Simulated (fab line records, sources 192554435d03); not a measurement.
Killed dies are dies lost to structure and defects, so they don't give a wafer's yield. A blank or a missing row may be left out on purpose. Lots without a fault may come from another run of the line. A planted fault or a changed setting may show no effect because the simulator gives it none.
Which tool did it? | flow n5_finfet | 7 lots, 19 wafers sampled, at 4 steps of a route of 1938

WHAT THE GAUGES READ, wafer by wafer
N5_FIN_SAQP_CD_MEAS_27: target cd 20 nm.
lot  | measured    | on        | cd_nm (nm)
L703 | day 2 06:05 | cd_sem-01 | 20.20 20.51 20.36
L705 | day 2 17:38 | cd_sem-01 | 20.79 20.65 20.05
L707 | day 3 06:04 | cd_sem-02 | 20.13 20.53 20.20
L709 | day 3 18:23 | cd_sem-03 | 20.42 20.26 20.80
L716 | day 5 13:35 | cd_sem-01 | 14.06 20.05
L719 | day 6 05:46 | cd_sem-03 | 13.54 19.82
L722 | day 7 00:40 | cd_sem-01 | 20.36 19.97 20.44

WHICH TOOL RAN EACH LOT (tool, then ch and the chambers of the sampled wafers, then the start)
lot  | N5_FIN_SAQP_PECVD_48           | N5_FIN_SAQP_SPACER1_ALD_24       | N5_FIN_SAQP_MANDREL1_REMOVE_56
L703 | pecvd-01 ch 0,1, day 2 03:13   | ald_sin-04 ch 0,2, day 2 05:11   | rie_si-03 ch 0,2,3, day 2 05:59
L705 | pecvd-04 ch 0,1,2, day 2 14:50 | ald_sin-02 ch 0,1,3, day 2 16:43 | rie_si-03 ch 0,2,3, day 2 17:31
L707 | pecvd-01 ch 0,1,2, day 3 03:01 | ald_sin-04 ch 0,1,3, day 3 04:49 | rie_si-04 ch 0,3, day 3 05:57
L709 | pecvd-03 ch 0,1,2, day 3 15:40 | ald_sin-04 ch 0,2, day 3 17:28   | rie_si-03 ch 1,2, day 3 18:16
L716 | pecvd-04 ch 0,1, day 5 10:45   | ald_sin-04 ch 1,2, day 5 12:40   | rie_si-03 ch 1,3, day 5 13:28
L719 | pecvd-04 ch 1, day 6 03:02     | ald_sin-04 ch 0,3, day 6 04:50   | rie_si-04 ch 0,2, day 6 05:38
L722 | pecvd-03 ch 0,2, day 6 21:58   | ald_sin-01 ch 0,2,3, day 6 23:45 | rie_si-03 ch 0,1,3, day 7 00:34
- N5_FIN_SAQP_PECVD_48: deposits SiNx from SiH4/NH3/N2, target thk 25 nm, time 22.1 s.
- N5_FIN_SAQP_SPACER1_ALD_24: deposits SiO2, target thk 20.3 nm, pulse time 1 s, purge time 2 s.
- N5_FIN_SAQP_MANDREL1_REMOVE_56: chemistry HBr/Cl2/O2, target a-Si, stops on SiNx, bt time 10 s.

THE ANSWER, worked out from the rows above alone
Rule: what is usual is taken from the lots themselves. Put in order of their means at a reading, lots are off if they are a third of the lots or fewer, leave a main group of 4 or more, and stand apart from it by a gap of 3 or more times the standard deviation of the main group's means; of several such gaps the widest counts. A main group whose means are all the same, to the digits that the tables above print for the reading, isn't used. A lot without any number at a reading at which 4 lots or more have one is off too. The other lots that the step has rows for count as sound.
Off: L716, L719, at N5_FIN_SAQP_CD_MEAS_27 (cd_nm). The main group: mean 20.38 nm, standard deviation 0.1.
A tool fits if, at a process step before that reading, it ran every lot that is off, and no sound lot after the first of them. The gauges at N5_FIN_SAQP_CD_MEAS_27 are tried like those tools. Can't be told from this: 2 tools fit, pecvd-04 at N5_FIN_SAQP_PECVD_48, ald_sin-04 at N5_FIN_SAQP_SPACER1_ALD_24.

WHAT THE SIMULATOR HAD PUT IN
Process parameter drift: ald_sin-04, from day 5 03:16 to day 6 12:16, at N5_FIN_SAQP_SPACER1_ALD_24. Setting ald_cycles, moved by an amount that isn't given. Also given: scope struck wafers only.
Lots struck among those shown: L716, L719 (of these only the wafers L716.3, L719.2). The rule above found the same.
